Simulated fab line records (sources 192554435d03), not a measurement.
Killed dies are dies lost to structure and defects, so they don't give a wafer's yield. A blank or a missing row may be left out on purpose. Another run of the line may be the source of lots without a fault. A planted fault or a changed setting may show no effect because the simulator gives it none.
Which tool did it? ; flow n5-finfet ; 12 lots, 32 wafers sampled, at 2 steps of a route of 1938

## WHAT THE GAUGES READ, wafer by wafer
N5_FIN_SAQP_CD_MEAS_27: target cd 20 nm.
lot;measured;on;cd-nm (nm)
L322;day 2 01:01;cd-sem-02;20.68 20.25 20.02
L324;day 2 13:28;cd-sem-03;20.27 20.55 20.24
L326;day 3 00:47;cd-sem-01;20.60 20.72 20.50
L327;day 3 06:28;cd-sem-03;20.65 20.34
L328;day 3 12:16;cd-sem-03;19.88 19.89
L333;day 4 21:04;cd-sem-01;20.67 20.09 20.66
L334;day 5 01:34;cd-sem-02;20.35 20.19 20.07
L336;day 5 12:38;cd-sem-01;20.51 20.52
L337;day 5 19:58;cd-sem-01;20.10 20.06 20.48
L339;day 6 07:02;cd-sem-03;20.34 20.32
L341;day 6 18:44;cd-sem-01;20.16 20.13 19.96
L345;day 7 18:37;cd-sem-01;20.20 20.34 19.95

## WHICH TOOL RAN EACH LOT (tool, then ch and the chambers of the sampled wafers, then the start)
lot;N5_FIN_SAQP_MANDREL1_REMOVE_56
L322;rie-si-03 ch 1,2, day 2 00:54
L324;rie-si-04 ch 1,2,3, day 2 13:21
L326;rie-si-04 ch 1,2,3, day 3 00:40
L327;rie-si-04 ch 1,3, day 3 06:21
L328;rie-si-03 ch 0,2, day 3 12:09
L333;rie-si-03 ch 0,1,2, day 4 20:58
L334;rie-si-04 ch 0,2,3, day 5 01:27
L336;rie-si-03 ch 1,3, day 5 12:32
L337;rie-si-03 ch 0,1, day 5 19:52
L339;rie-si-05 ch 0,3, day 6 06:55
L341;rie-si-05 ch 1,2, day 6 18:38
L345;rie-si-04 ch 0,1,3, day 7 18:31
- N5_FIN_SAQP_MANDREL1_REMOVE_56: chemistry HBr/Cl2/O2, target a-Si, stops on SiNx, bt time 10 s.

## WHAT THE TOOLS THEMSELVES READ (means of the sampled wafers that have a number; where no wafer has one, the mark that the record gives instead)
N5_FIN_SAQP_MANDREL1_REMOVE_56.
lot;tool;drypump-motor-current-A (A);oes-product-au (a.u.);throttle-valve-pct (%)
L322;rie-si-03;5.6;1.005;37.2
L324;rie-si-04;5.1;1.029;36.8
L326;rie-si-04;5.2;1.019;36.8
L327;rie-si-04;5.2;1.025;36.6
L328;rie-si-03;5.5;0.982;36.8
L333;rie-si-03;5.7;0.991;36.9
L334;rie-si-04;5.1;1.020;36.7
L336;rie-si-03;5.8;1.014;37.2
L337;rie-si-03;5.8;1.002;37.0
L339;rie-si-05;5.7;0.988;37.0
L341;rie-si-05;6.1;0.996;37.0
L345;rie-si-04;5.1;1.020;36.6

## THE ANSWER, worked out from the rows above alone
Rule: what is usual is taken from the lots themselves. The widest of any qualifying gaps counts: lots, ordered by their means at a reading, are off when they make up no more than a third of the lots, leave a main group of 4 or more, and stand apart from it by 3 or more times the standard deviation of that group's means. A main group whose means are all the same, to the digits that the tables above print for the reading, isn't used. Also off: a lot with no number at a reading for which 4 or more lots have one. All remaining lots with rows at the step are treated as sound. The gauges are gone through in route order, then the tools' own readings, and for those a lot's mean is taken as printed above. At the first step where some lot is off, the reading lying furthest off is the one used; lots without a number count as furthest.
None of the lots is off at any reading shown; this tells nothing.

## WHAT THE SIMULATOR HAD INSERTED
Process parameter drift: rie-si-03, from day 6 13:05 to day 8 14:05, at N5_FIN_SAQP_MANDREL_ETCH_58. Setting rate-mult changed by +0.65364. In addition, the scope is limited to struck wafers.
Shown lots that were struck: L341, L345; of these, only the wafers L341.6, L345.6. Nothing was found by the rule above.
